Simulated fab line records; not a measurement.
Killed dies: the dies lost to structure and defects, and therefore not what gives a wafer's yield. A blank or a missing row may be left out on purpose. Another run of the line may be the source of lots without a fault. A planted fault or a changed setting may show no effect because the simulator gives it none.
Matching of chambers | flow n5_finfet | 4 sister chambers for N5_MOL_CONTACT_COAG_ETCH_91 on rie_diel-05
The step etches SOC in N2/H2, target depth 60 nm, overetch 21 nm, time 101.2 s. 4 wafers are shown with their chamber, then 8 later ones without.

EACH WAFER AND ITS CHAMBER
wafer  | chamber | showerhead_plenum_p_Torr (Torr)
L081.2 | 0       | 2.51
L087.5 | 1       | 2.59
L087.6 | 2       | 2.34
L088.1 | 3       | 2.70

WAFERS WITH NO CHAMBER GIVEN
wafer  | showerhead_plenum_p_Torr (Torr)
L088.2 | 2.59
L088.4 | 2.34
L095.1 | 2.70
L095.4 | 2.70
L095.5 | 2.58
L097.3 | 2.69
L097.4 | 2.58
L097.5 | 2.33

EACH ONE'S CHAMBER
wafer  | from the rows above | in truth
L088.2 | 1                   | 1
L088.4 | 2                   | 2
L095.1 | 3                   | 3
L095.4 | 3                   | 3
L095.5 | 1                   | 1
L097.3 | 3                   | 3
L097.4 | 1                   | 1
L097.5 | 2                   | 2
Correctly placed: 8 of 8. Left unplaced by these rows: 0. Placed wrongly: 0.
How it was worked out, from the rows above alone: a wafer's distance from a chamber is the root of the sum, over the readings, of the square of ((its reading less the chamber's mean) divided by the reading's scatter). The wafer belongs to the nearest chamber; if the next one is less than 2 further off, it can't be placed. Each chamber's mean is taken over the wafers shown for it. The scatter: root of mean squared gap, hidden wafer to nearest shown wafer, with one shown wafer a chamber.
